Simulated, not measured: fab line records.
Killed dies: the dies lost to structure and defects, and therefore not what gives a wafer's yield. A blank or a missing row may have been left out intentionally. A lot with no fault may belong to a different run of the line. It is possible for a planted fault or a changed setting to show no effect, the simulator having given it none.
A lot that was struck, set against a sound lot / flow n5Finfet / 14 steps out of a route of 1938
Sound: these wafers, L819.2, L819.3, L819.6. Wafers L815.2, L815.3, L815.6 were the ones struck. Last of all comes the cause.
For every step that has rows: the tool of each side, followed by ch and its chambers, followed by its first start. Under that, the readings that differ: sound wafers / struck wafers / difference of the means / sigmas: that difference in standard deviations of wafers without a fault.
alike: readings whose means differ by less than 2 such deviations, and words and numbers that are the same on both sides. not compared: withheld readings, readings that some wafer has no value for, bounds like >300 that may hide the same value, and numbers for which the record gives no deviation and whose values overlap.
Wherever a step has rows on one side only, a row that says differs or no value, or a row with sigmas, the two part there. Numbers that have no deviation but don't overlap get no sigmas and don't part them. Lack of a reading on every wafer of one side parts them only where that side has two or more wafers.

N5_BEOL_M10_ILD_DEP_00: deposits SiCOH lowk from DEMS/porogen, target thk 308.51 nm, time 58 s.
  sound on pecvd-01 ch 0,1, day 15 12:22; struck on pecvd-04 ch 1,2, day 14 21:05
  alike: heaterPowerW, showerheadPlenumPTorr, throttleValvePct
N5_BEOL_M10_CURE_71: cures SiCOH lowk, time 240 s.
  sound on uvCure-03 ch 1, day 15 12:31; struck on uvCure-03 ch 2, day 14 21:16
  alike: lampPowerPct, wafer_temp_C_max
N5_BEOL_M10_THK_MEAS_01:
  sound: filmMetro-01 at day 15 12:57; struck: filmMetro-02 at day 14 21:43
  alike: M10_ILD_THK
N5_BEOL_M10_PECVD_70: deposits SiO2 from TEOS/O2, target thk 20 nm, time 22.7 s.
  sound on pecvd-03 ch 1, day 15 12:59; struck on pecvd-01 ch 0,1, day 14 21:44
reading=throttleValvePct (%); sound=20.7 20.8 20.9; struck=26.2 22.7 26.2; difference=+4.2; sigmas=+3
  alike: heaterPowerW, showerheadPlenumPTorr
N5_BEOL_M10_HM_DEP_02: deposits TiN, target thk 20 nm.
  sound: pvdSputter-02 at day 15 13:57; struck: pvdSputter-01 at day 15 00:03
  alike: throttleValvePct
then, 7 steps without rows for these wafers: N5_BEOL_M10_COAT_59 (time 60 s, resist thk 100 nm); N5_BEOL_M10_COAT_60 (time 60 s, resist thk 30 nm); N5_BEOL_M10_COAT_05 (resist thk 90 nm); N5_BEOL_M10_EBR_07; N5_BEOL_M10_SOFTBAKE_06 (time 60 s); N5_BEOL_M10_EXPOSE_08 (exposes mask M10); N5_BEOL_M10_PEB_09 (peb time 60 s).
N5_BEOL_M10_DEVELOP_10: develop time 30 s.
  sound on lithoTrack-03 ch 0, day 15 14:23; struck on lithoTrack-03, day 15 00:22
  no value came back on the struck wafers for chillPlateTempC (C), developTimeS (s), resistLineTempC (C); on the sound wafers chillPlateTempC (C) reads 22.93 22.96 23.11
reading=model.CAR-ArF_of_BEOL_M10_COAT_05.thkNm (nm); sound=88.2 88.2 88.2; struck=90.2 90 90.2; difference=+1.9; sigmas=
N5_BEOL_M10_CD_MEAS_11 targets a cd of 64.1 nm.
  sound on cdSem-02 ch 0, day 15 14:26; struck on cdSem-02 ch 0, day 15 00:25
reading=cdNm (nm); sound=64.4 63.5 64.2; struck=- - -; difference=no value on the struck wafers; sigmas=

== WHERE THEY PART ==
Earliest at N5_BEOL_M10_PECVD_70; latest, in this record, at N5_BEOL_M10_CD_MEAS_11.

WHY: what the simulator had put in
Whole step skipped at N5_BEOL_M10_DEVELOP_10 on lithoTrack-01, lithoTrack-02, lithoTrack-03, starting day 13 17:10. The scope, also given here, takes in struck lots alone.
